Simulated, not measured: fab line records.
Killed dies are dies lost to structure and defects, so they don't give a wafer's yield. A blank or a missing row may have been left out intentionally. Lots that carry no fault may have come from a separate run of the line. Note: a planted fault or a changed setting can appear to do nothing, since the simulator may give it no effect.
fab line records	flow n5Finfet	part 1 of 2: steps 1 to 3 of 6
record lots=18	wafers=54	lastDay=18
route steps=1938 shown BEOL_M5@1151
lots with no fault: from the same line, run without faults
startH: start of the lot's first displayed wafer, in hours after the record's first day	waitH: hours since the lot's step before	" repeats the value in the row above	L1.1+2: a single row standing in for several wafers	- no value present, or no start provided	* or withheld: withheld	< > ~ a bound
route shown NAME@n: NAME is a module with steps in the file, n the number in the route of the first one	usual: mean/standard deviation of fault-free wafers	same: alike in all rows	chamber/n: place in a boat	sites: readings site by site	_std_site: the standard deviation of these	_edge_site: the outer-site mean with the inner-site mean subtracted	radiusMm: how far each site lies from the wafer's centre	mask NAME#n: copy n	behind: the tool/chamber that last shaped the wafer	hold: reason for holding the lot/hours on hold/outcome of the hold	device: names the non-switching transistor (n, p or np)	end of line: the same wafers' tests at the end of the route	for a step that has no rows: nothing shown but its recipe	killed: dies that structure and defects cost at the first sort, which is not the same as the wafer's yield	map: a wafer's dies, marking killed ones x, the rest . and places with no die _
set.NAME: setting as actually run; set.NAME@STEP: the setting as run at that earlier step	model.NAME: the simulator's own value behind a step, which no gauge read
route steps across a sampled set of lots; one table per step, one row per wafer
services: the hour from which a tool's chamber was out of use, counted from the record's first day as startH (under 0 if before that day), plus the number of hours and why
## steps
# step N5_BEOL_M5_DESCUM_33
# recipe chemistry=O2	timeS=7	sourcePowerW=50	biasPowerW=20	pressureMtorr=20	rfFrequencyHz=2.712e+07	tempC=40	resist=CAR-EUV	o2FlowSccm=225
# usual chamberPressureMTorr=20.000/0.018	drypumpMotorCurrentA=5.6/0.54	o2FlowSccm=225.0/0.68	oesProductAu=0.78/0.086	rfVppV=243.2/1.6	showerheadPlenumPTorr=2.10/0.075	tempC=40.00/0.1	throttleValvePct=20.55/0.2
# same timeS=7
lot.wafer	tool	chamber	startH	waitH	chamberPressureMTorr	drypumpMotorCurrentA	o2FlowSccm	oesProductAu	rfHoursCounterH	rfVppV	showerheadPlenumPTorr	tempC	throttleValvePct
L074.1	rieDiel-04	2	167.21	0.0	19.988	5.1	225.5	0.71	191	241.8	1.99	40.06	20.42
L074.3	"	3	"	"	19.998	4.9	223.9	0.75	166	244.1	2.15	40.04	20.47
L074.5	"	3	"	"	20.001	4.9	225.0	0.75	-	242.5	2.15	39.85	20.48
L076.1	rieDiel-03	1	190.72	1.9	19.982	6.1	225.1	0.71	165	244.5	2.10	39.83	20.67
L076.4	"	0	"	"	19.985	4.9	225.7	0.76	162	240.4	2.01	40.21	20.77
L076.6	"	2	"	"	19.994	6.2	227.2	0.68	-	244.0	2.16	39.80	20.59
L075.2	rieDiel-03	3	191.18	2.1	20.041	6.3	224.5	0.96	6	242.7	2.06	39.96	20.61
L075.4	"	1	"	"	20.005	6.0	225.3	0.71	165	243.4	2.10	40.05	20.68
L075.6	"	2	"	"	20.016	6.2	225.4	0.69	-	244.3	2.16	39.98	20.60
L078.2	rieDiel-03	2	202.25	0.0	19.969	6.1	224.4	0.69	244	244.2	2.15	39.99	20.59
L078.4	"	3	"	"	19.997	6.3	225.6	0.96	-	242.2	2.06	40.12	20.63
L078.6	"	1	"	"	19.995	6.0	224.3	0.73	-	244.1	2.09	40.03	20.67
L079.2	rieDiel-03	0	226.65	0.8	20.005	4.9	224.5	0.75	173	241.8	2.01	40.04	20.79
L079.3	"	3	"	"	19.973	6.3	225.6	0.92	18	242.0	2.06	39.92	20.64
L079.5	"	0	"	"	19.996	4.9	225.6	0.75	-	241.2	2.01	39.97	20.80
L080.1	rieDiel-04	1	226.69	0.7	19.997	4.9	224.4	0.74	169	244.7	2.14	40.10	20.69
L080.3	"	0	"	"	20.026	5.3	225.5	0.73	166	243.3	2.09	39.85	20.24
L080.5	"	0	"	"	20.019	5.3	225.4	0.73	-	242.9	2.09	40.09	20.25
L082.1	rieDiel-05	1	229.24	0.2	19.964	5.6	225.1	0.83	70	245.8	2.22	39.94	20.64
L082.4	"	0	"	"	19.991	5.8	225.4	0.82	80	245.1	2.23	39.90	20.47
L082.5	"	2	"	"	19.994	5.0	224.6	0.92	-	244.7	2.23	39.96	20.56
L083.2	rieDiel-04	3	238.14	0.0	19.951	4.9	225.4	0.75	180	245.4	2.14	39.90	20.49
L083.4	"	2	"	"	19.994	5.0	225.9	0.70	207	241.3	1.99	39.97	20.46
L083.6	"	1	"	"	19.985	4.9	223.9	0.74	-	246.6	2.14	40.03	20.70
L084.2	rieDiel-05	0	257.70	0.6	20.008	5.8	225.8	0.82	87	244.1	2.23	40.19	20.49
L084.5	"	1	"	"	20.025	5.6	223.7	0.82	-	244.5	2.22	40.02	20.63
L084.6	"	2	"	"	20.044	5.0	223.9	0.91	-	246.0	2.22	40.17	20.58
L085.2	rieDiel-03	2	257.71	0.4	19.996	6.1	226.1	0.96	7	244.3	2.15	39.93	20.07
L085.5	"	0	"	"	19.996	4.9	225.8	0.75	-	241.8	2.01	39.96	20.80
L085.6	"	1	"	"	19.984	6.0	224.7	0.70	-	244.1	2.09	40.05	20.70
L087.2	rieDiel-05	3	263.28	0.0	19.992	6.1	225.8	0.85	55	241.7	2.05	39.97	20.24
L087.3	"	2	"	"	20.020	5.0	225.4	0.90	38	245.8	2.22	39.91	20.58
L087.6	"	0	"	"	19.981	5.8	224.8	0.81	-	244.8	2.23	40.11	20.49
L088.2	rieDiel-04	3	263.34	0.0	20.016	4.9	225.3	0.74	187	245.8	2.14	40.03	20.51
L088.3	"	0	"	"	20.044	5.3	224.9	0.73	176	243.3	2.09	39.97	20.26
L088.4	"	1	"	"	19.998	4.9	224.7	0.72	180	244.1	2.14	40.11	20.71
L089.1	rieDiel-04	1	269.16	0.2	19.991	4.9	224.4	0.73	182	244.0	2.14	40.02	20.72
L089.4	"	3	"	"	19.984	4.9	225.2	0.73	189	244.8	2.14	40.02	20.50
L089.6	"	2	"	"	20.012	5.1	225.3	0.70	-	239.7	1.98	39.92	20.48
L086.1	rieDiel-05	2	269.21	0.1	19.995	5.0	224.1	0.90	39	245.4	2.22	40.00	20.56
L086.3	"	1	"	"	19.988	5.6	225.1	0.81	81	245.1	2.22	40.01	20.64
L086.5	"	1	"	"	20.000	5.6	225.0	0.81	-	244.7	2.22	40.03	20.65
L091.2	rieDiel-03	0	286.26	0.0	20.004	4.9	225.1	0.73	191	241.8	2.00	40.11	20.80
L091.5	"	0	"	"	19.974	4.9	225.4	0.74	-	240.8	2.00	40.13	20.82
L091.6	"	3	"	"	19.985	6.3	225.3	0.90	-	241.9	2.05	39.86	20.69
L093.2	rieDiel-04	3	302.06	0.0	20.023	4.9	224.3	0.72	199	243.9	2.14	40.01	20.50
L093.3	"	1	"	"	20.006	4.9	225.2	0.71	190	244.9	2.14	39.88	20.73
L093.4	"	2	"	"	19.992	5.1	223.5	0.69	225	240.3	1.98	39.91	20.49
L095.2	rieDiel-03	2	323.67	0.1	20.021	6.1	224.4	0.91	26	245.4	2.14	39.97	20.10
L095.5	"	0	"	"	20.010	4.9	224.7	0.73	-	241.3	2.00	40.02	20.83
L095.6	"	1	"	"	20.008	6.0	224.6	0.69	-	243.1	2.08	39.98	20.73
L094.3	rieDiel-03	1	327.06	0.2	19.978	6.0	224.3	0.69	208	241.1	2.08	39.87	20.73
L094.5	"	2	"	"	20.018	6.1	223.7	0.91	-	245.4	2.14	39.84	20.11
L094.6	"	1	"	"	20.005	6.1	225.6	0.69	-	243.3	2.08	40.02	20.74
# step N5_BEOL_M5_ETCH_75
# recipe chemistry=N2/H2	target=underlayer	targetDepthA=65	maskMaterial=CAR-EUV	timeS=5.2	ionEnergyEv=200	pressureMtorr=30	sourceW=840	biasW=150	n2FlowSccm=200	h2FlowSccm=200	ends=cleared
# usual chamberPressureMTorr=30.00/0.041	drypumpMotorCurrentA=5.6/0.54	etchRfOnTimeS=5.21/0.1	oesProductAu=0.67/0.073	rfVppV=524.2/2.9	showerheadPlenumPTorr=2.55/0.094	throttleValvePct=17.90/0.23
lot.wafer	tool	chamber	startH	waitH	chamberPressureMTorr	drypumpMotorCurrentA	etchRfOnTimeS	oesProductAu	rfHoursCounterH	rfVppV	showerheadPlenumPTorr	throttleValvePct
L074.1	rieDiel-04	2	167.25	0.0	30.06	5.1	5.19	0.61	191	520.4	2.41	17.76
L074.3	"	3	"	"	30.04	4.9	5.39	0.63	166	528.0	2.63	17.99
L074.5	"	3	"	"	29.97	4.9	5.35	0.63	-	526.5	2.63	17.96
L076.1	rieDiel-03	1	190.76	0.0	29.94	6.0	5.29	0.61	165	524.5	2.53	18.03
L076.4	"	0	"	"	30.00	4.9	5.21	0.64	162	523.1	2.44	18.17
L076.6	"	2	"	"	29.99	6.2	5.11	0.59	-	528.4	2.60	17.92
L075.2	rieDiel-03	3	191.21	0.0	29.92	6.3	5.20	0.82	6	521.8	2.48	17.80
L075.4	"	1	"	"	30.02	6.1	5.29	0.60	165	524.1	2.53	18.04
L075.6	"	2	"	"	29.95	6.1	5.15	0.60	-	526.2	2.60	17.94
L078.2	rieDiel-03	2	202.28	0.0	29.99	6.2	5.14	0.59	244	527.1	2.60	17.92
L078.4	"	3	"	"	29.98	6.3	5.15	0.81	-	522.5	2.48	17.81
L078.6	"	1	"	"	30.04	6.1	5.28	0.60	-	521.8	2.53	18.07
L079.2	rieDiel-03	0	226.69	0.0	29.95	4.9	5.23	0.63	173	522.5	2.43	18.17
L079.3	"	3	"	"	30.01	6.3	5.15	0.79	18	522.3	2.48	17.81
L079.5	"	0	"	"	30.01	4.9	5.25	0.64	-	520.3	2.43	18.17
L080.1	rieDiel-04	1	226.72	0.0	30.00	4.9	5.35	0.62	169	526.7	2.64	18.27
L080.3	"	0	"	"	30.07	5.3	5.28	0.62	166	523.2	2.55	17.65
L080.5	"	0	"	"	29.97	5.3	5.28	0.62	-	523.1	2.55	17.66
L082.1	rieDiel-05	1	229.27	0.0	30.01	5.6	5.05	0.71	70	528.1	2.68	17.90
L082.4	"	0	"	"	30.01	5.8	5.28	0.69	80	530.7	2.69	17.76
L082.5	"	2	"	"	30.05	5.0	5.07	0.78	-	528.2	2.69	17.86
L083.2	rieDiel-04	3	238.17	0.0	29.99	4.9	5.35	0.62	180	524.9	2.62	18.00
L083.4	"	2	"	"	30.04	5.1	5.13	0.61	207	521.3	2.40	17.81
L083.6	"	1	"	"	29.91	4.9	5.23	0.63	-	525.9	2.63	18.29
L084.2	rieDiel-05	0	257.73	0.0	29.98	5.8	5.23	0.69	87	527.3	2.68	17.75
L084.5	"	1	"	"	30.08	5.6	5.05	0.70	-	526.0	2.68	17.90
L084.6	"	2	"	"	30.00	5.0	5.06	0.78	-	529.2	2.69	17.87
L085.2	rieDiel-03	2	257.75	0.0	30.02	6.2	4.96	0.82	7	526.0	2.60	17.43
L085.5	"	0	"	"	29.94	4.9	5.20	0.62	-	519.7	2.43	18.21
L085.6	"	1	"	"	30.05	6.0	5.33	0.58	-	522.4	2.52	18.12
L087.2	rieDiel-05	3	263.32	0.0	29.99	6.1	5.27	0.72	55	520.9	2.46	17.50
L087.3	"	2	"	"	29.96	5.0	5.09	0.76	38	527.4	2.69	17.88
L087.6	"	0	"	"	30.03	5.8	5.27	0.68	-	525.8	2.68	17.75
L088.2	rieDiel-04	3	263.37	0.0	29.95	4.9	5.39	0.62	187	526.5	2.62	18.00
L088.3	"	0	"	"	30.02	5.3	5.16	0.62	176	522.4	2.54	17.70
L088.4	"	1	"	"	29.96	4.9	5.22	0.61	180	527.6	2.63	18.32
L089.1	rieDiel-04	1	269.20	0.0	29.99	4.9	5.25	0.61	182	528.1	2.63	18.30
L089.4	"	3	"	"	30.08	4.9	5.30	0.62	189	525.5	2.62	18.00
L089.6	"	2	"	"	30.02	5.1	5.16	0.60	-	518.6	2.40	17.85
L086.1	rieDiel-05	2	269.24	0.0	29.98	5.0	5.08	0.77	39	527.1	2.69	17.87
L086.3	"	1	"	"	30.05	5.6	5.07	0.70	81	527.2	2.68	17.92
L086.5	"	1	"	"	30.00	5.6	5.07	0.69	-	528.8	2.68	17.93
L091.2	rieDiel-03	0	286.29	0.0	30.05	4.9	5.27	0.62	191	517.0	2.43	18.19
L091.5	"	0	"	"	30.04	4.9	5.25	0.62	-	520.7	2.43	18.20
L091.6	"	3	"	"	29.99	6.3	5.12	0.77	-	521.9	2.47	17.87
L093.2	rieDiel-04	3	302.09	0.0	30.06	4.9	5.33	0.61	199	525.0	2.62	18.04
L093.3	"	1	"	"	30.04	5.0	5.25	0.62	190	525.4	2.63	18.31
L093.4	"	2	"	"	30.02	5.1	5.14	0.60	225	520.9	2.39	17.82
L095.2	rieDiel-03	2	323.70	0.0	30.01	6.2	4.95	0.77	26	523.9	2.59	17.46
L095.5	"	0	"	"	30.01	4.9	5.21	0.62	-	521.9	2.42	18.19
L095.6	"	1	"	"	29.99	6.0	5.32	0.59	-	525.6	2.52	18.14
L094.3	rieDiel-03	1	327.10	0.0	30.04	6.1	5.37	0.57	208	523.5	2.52	18.13
L094.5	"	2	"	"	30.04	6.2	4.98	0.76	-	526.2	2.59	17.49
L094.6	"	1	"	"	29.99	6.1	5.36	0.58	-	523.0	2.51	18.12
# step N5_BEOL_M5_ETCH_67
# recipe chemistry=CF4	target=SiARC	targetDepthA=156	maskMaterial=CAR-EUV	timeS=26	ionEnergyEv=80	pressureMtorr=40	sourceW=545	biasW=36	Ar_flow_sccm=100	cf4FlowSccm=100	ends=cleared
# usual cf4FlowSccm=100.0/0.32	chamberPressureMTorr=40.00/0.036	drypumpMotorCurrentA=5.6/0.53	etchRfOnTimeS=26.0/0.51	oesProductAu=0.67/0.072	rfVppV=184.2/1.1	showerheadPlenumPTorr=2.15/0.076	throttleValvePct=15.72/0.21
lot.wafer	tool	chamber	startH	waitH	cf4FlowSccm	chamberPressureMTorr	drypumpMotorCurrentA	etchRfOnTimeS	oesProductAu	rfHoursCounterH	rfVppV	showerheadPlenumPTorr	throttleValvePct
L074.1	rieDiel-04	2	167.27	0.0	100.5	40.03	5.1	25.7	0.62	191	182.1	2.05	15.72
L074.3	"	3	"	"	100.2	39.99	4.9	26.8	0.63	166	183.8	2.21	15.71
L074.5	"	3	"	"	100.6	39.92	4.9	26.8	0.63	-	183.6	2.21	15.73
L076.1	rieDiel-03	1	190.77	0.0	99.7	39.97	6.0	26.2	0.62	165	183.6	2.14	15.85
L076.4	"	0	"	"	100.1	39.97	4.9	26.2	0.65	162	181.2	2.04	15.87
L076.6	"	2	"	"	99.8	40.00	6.1	25.8	0.59	-	185.9	2.20	15.81
L075.2	rieDiel-03	3	191.23	0.0	100.4	40.00	6.3	26.1	0.82	6	184.0	2.11	15.71
L075.4	"	1	"	"	99.5	39.98	6.0	26.1	0.62	165	185.1	2.14	15.85
L075.6	"	2	"	"	99.8	40.02	6.1	25.7	0.60	-	184.8	2.20	15.81
L078.2	rieDiel-03	2	202.30	0.0	100.4	40.07	6.1	25.9	0.60	244	184.2	2.20	15.78
L078.4	"	3	"	"	100.3	40.02	6.3	25.9	0.81	-	184.5	2.11	15.70
L078.6	"	1	"	"	99.4	40.04	6.0	26.3	0.61	-	185.5	2.14	15.86
L079.2	rieDiel-03	0	226.70	0.0	99.8	40.03	4.9	25.9	0.64	173	184.4	2.04	15.88
L079.3	"	3	"	"	100.3	39.99	6.3	25.7	0.79	18	184.5	2.11	15.72
L079.5	"	0	"	"	99.9	39.96	4.9	26.0	0.64	-	182.7	2.04	15.88
L080.1	rieDiel-04	1	226.74	0.0	100.0	40.04	4.9	26.7	0.62	169	185.4	2.23	16.03
L080.3	"	0	"	"	100.2	40.01	5.3	26.4	0.61	166	184.5	2.14	15.45
L080.5	"	0	"	"	99.6	40.03	5.3	26.1	0.62	-	185.0	2.14	15.44
L082.1	rieDiel-05	1	229.29	0.0	99.2	40.02	5.6	25.0	0.72	70	184.3	2.27	15.83
L082.4	"	0	"	"	99.9	40.00	5.8	25.9	0.70	80	183.2	2.26	15.55
L082.5	"	2	"	"	99.9	40.01	5.0	25.3	0.78	-	184.0	2.27	15.64
L083.2	rieDiel-04	3	238.19	0.0	100.1	39.98	4.9	26.0	0.63	180	185.6	2.20	15.76
L083.4	"	2	"	"	99.8	40.01	5.1	25.3	0.61	207	182.4	2.05	15.76
L083.6	"	1	"	"	100.0	40.04	4.9	26.2	0.62	-	184.8	2.22	16.04
L084.2	rieDiel-05	0	257.75	0.0	99.8	39.94	5.8	26.1	0.69	87	186.0	2.25	15.58
L084.5	"	1	"	"	100.1	39.98	5.6	25.4	0.70	-	186.7	2.27	15.83
L084.6	"	2	"	"	100.2	40.05	5.0	25.4	0.78	-	185.5	2.27	15.67
L085.2	rieDiel-03	2	257.77	0.0	99.9	39.98	6.1	24.5	0.81	7	184.4	2.20	15.28
L085.5	"	0	"	"	99.8	39.92	4.9	26.2	0.63	-	183.7	2.04	15.89
L085.6	"	1	"	"	99.7	39.97	6.1	26.3	0.60	-	184.8	2.13	15.90
L087.2	rieDiel-05	3	263.34	0.0	100.3	39.97	6.1	26.1	0.73	55	183.8	2.09	15.34
L087.3	"	2	"	"	99.7	40.03	5.0	25.7	0.76	38	185.4	2.26	15.68
L087.6	"	0	"	"	100.3	39.97	5.8	25.9	0.70	-	186.6	2.25	15.59
L088.2	rieDiel-04	3	263.39	0.0	99.6	40.05	4.9	26.6	0.62	187	185.7	2.20	15.76
L088.3	"	0	"	"	99.7	40.01	5.3	26.1	0.62	176	183.5	2.13	15.46
L088.4	"	1	"	"	100.2	39.98	4.9	27.1	0.61	180	184.9	2.22	16.04
L089.1	rieDiel-04	1	269.21	0.0	99.7	40.04	4.9	26.9	0.61	182	185.1	2.22	16.04
L089.4	"	3	"	"	99.8	40.00	4.9	26.8	0.62	189	185.9	2.20	15.76
L089.6	"	2	"	"	100.6	39.96	5.1	25.7	0.60	-	184.3	2.04	15.77
L086.1	rieDiel-05	2	269.26	0.0	99.9	39.98	5.0	25.3	0.77	39	185.4	2.26	15.67
L086.3	"	1	"	"	99.4	39.98	5.6	25.4	0.70	81	184.6	2.27	15.84
L086.5	"	1	"	"	99.4	40.03	5.6	25.4	0.70	-	185.1	2.27	15.86
L091.2	rieDiel-03	0	286.31	0.0	99.9	40.03	4.9	26.3	0.62	191	184.0	2.03	15.91
L091.5	"	0	"	"	100.2	39.97	4.9	26.9	0.62	-	181.9	2.04	15.91
L091.6	"	3	"	"	99.8	40.04	6.3	26.0	0.76	-	183.3	2.10	15.75
L093.2	rieDiel-04	3	302.11	0.0	99.9	40.04	4.9	27.2	0.60	199	185.7	2.20	15.80
L093.3	"	1	"	"	100.1	40.02	4.9	26.9	0.61	190	184.4	2.22	16.08
L093.4	"	2	"	"	100.2	39.95	5.1	26.0	0.59	225	182.0	2.04	15.79
L095.2	rieDiel-03	2	323.72	0.0	100.0	40.04	6.1	24.9	0.78	26	185.8	2.19	15.32
L095.5	"	0	"	"	100.0	40.04	4.9	26.6	0.62	-	183.9	2.03	15.96
L095.6	"	1	"	"	100.0	40.05	6.0	26.3	0.59	-	183.0	2.13	15.94
L094.3	rieDiel-03	1	327.11	0.0	99.6	39.95	6.0	26.6	0.59	208	181.7	2.13	15.95
L094.5	"	2	"	"	99.9	39.94	6.1	24.7	0.78	-	184.3	2.19	15.32
L094.6	"	1	"	"	99.9	39.94	6.1	26.3	0.59	-	185.3	2.13	15.95
